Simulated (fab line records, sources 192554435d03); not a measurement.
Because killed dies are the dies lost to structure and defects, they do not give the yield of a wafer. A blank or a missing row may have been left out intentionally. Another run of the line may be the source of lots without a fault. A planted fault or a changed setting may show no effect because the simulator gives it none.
Matching of chambers || flow n5-finfet || 4 sister chambers for N5_SD_EPI_P_ETCHBACK_46 on rie-diel-02
The step etches SiNx in CH3F/O2, stops on SiO2, target depth 17.5 nm. 7 wafers are shown with their chamber, then 9 later ones without.

EACH WAFER AND ITS CHAMBER
{"wafer": "L078.1", "chamber": 3, "showerhead-plenum-p-Torr (Torr)": 2.07, "throttle-valve-pct (%)": 16.33}
{"wafer": "L078.5", "chamber": 2, "showerhead-plenum-p-Torr (Torr)": 1.97, "throttle-valve-pct (%)": 16.62}
{"wafer": "L083.4", "chamber": 0, "showerhead-plenum-p-Torr (Torr)": 1.99, "throttle-valve-pct (%)": 16.42}
{"wafer": "L083.5", "chamber": 1, "showerhead-plenum-p-Torr (Torr)": 1.97, "throttle-valve-pct (%)": 16.65}
{"wafer": "L085.2", "chamber": 3, "showerhead-plenum-p-Torr (Torr)": 2.06, "throttle-valve-pct (%)": 16.36}
{"wafer": "L085.4", "chamber": 1, "showerhead-plenum-p-Torr (Torr)": 1.97, "throttle-valve-pct (%)": 16.67}
{"wafer": "L085.5", "chamber": 0, "showerhead-plenum-p-Torr (Torr)": 1.99, "throttle-valve-pct (%)": 16.43}

WAFERS MISSING THEIR CHAMBER
{"wafer": "L087.1", "showerhead-plenum-p-Torr (Torr)": 2.06, "throttle-valve-pct (%)": 16.35}
{"wafer": "L087.2", "showerhead-plenum-p-Torr (Torr)": 1.97, "throttle-valve-pct (%)": 16.69}
{"wafer": "L087.3", "showerhead-plenum-p-Torr (Torr)": 1.99, "throttle-valve-pct (%)": 16.44}
{"wafer": "L089.1", "showerhead-plenum-p-Torr (Torr)": 2.06, "throttle-valve-pct (%)": 16.36}
{"wafer": "L089.3", "showerhead-plenum-p-Torr (Torr)": 1.96, "throttle-valve-pct (%)": 16.17}
{"wafer": "L089.6", "showerhead-plenum-p-Torr (Torr)": 2.06, "throttle-valve-pct (%)": 16.37}
{"wafer": "L092.1", "showerhead-plenum-p-Torr (Torr)": 1.96, "throttle-valve-pct (%)": 16.20}
{"wafer": "L092.2", "showerhead-plenum-p-Torr (Torr)": 2.06, "throttle-valve-pct (%)": 16.38}
{"wafer": "L092.3", "showerhead-plenum-p-Torr (Torr)": 1.98, "throttle-valve-pct (%)": 16.47}

WHICH CHAMBER EACH WENT THROUGH
{"wafer": "L087.1", "from the rows above": 3, "in truth": 3}
{"wafer": "L087.2", "from the rows above": 1, "in truth": 1}
{"wafer": "L087.3", "from the rows above": 0, "in truth": 0}
{"wafer": "L089.1", "from the rows above": 3, "in truth": 3}
{"wafer": "L089.3", "from the rows above": 0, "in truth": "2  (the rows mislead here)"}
{"wafer": "L089.6", "from the rows above": 3, "in truth": 3}
{"wafer": "L092.1", "from the rows above": 0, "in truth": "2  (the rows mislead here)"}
{"wafer": "L092.2", "from the rows above": 3, "in truth": 3}
{"wafer": "L092.3", "from the rows above": 0, "in truth": 0}
Correctly placed: 7 of 9. Can't be placed from these rows: 0. Placed wrongly: 2.
How it was worked out, from the rows above alone: a wafer's distance from a chamber is the root of the sum, over the readings, of the square of ((its reading less the chamber's mean) divided by the reading's scatter). If the next closest chamber is less than 2 further off than the closest, the wafer can't be placed; otherwise it belongs to the closest. The mean given for a chamber averages the wafers shown for that chamber. The scatter: take each reading less its chamber's mean, square it, sum over the shown wafers, divide by the number of wafers less the number of chambers, and take the root.
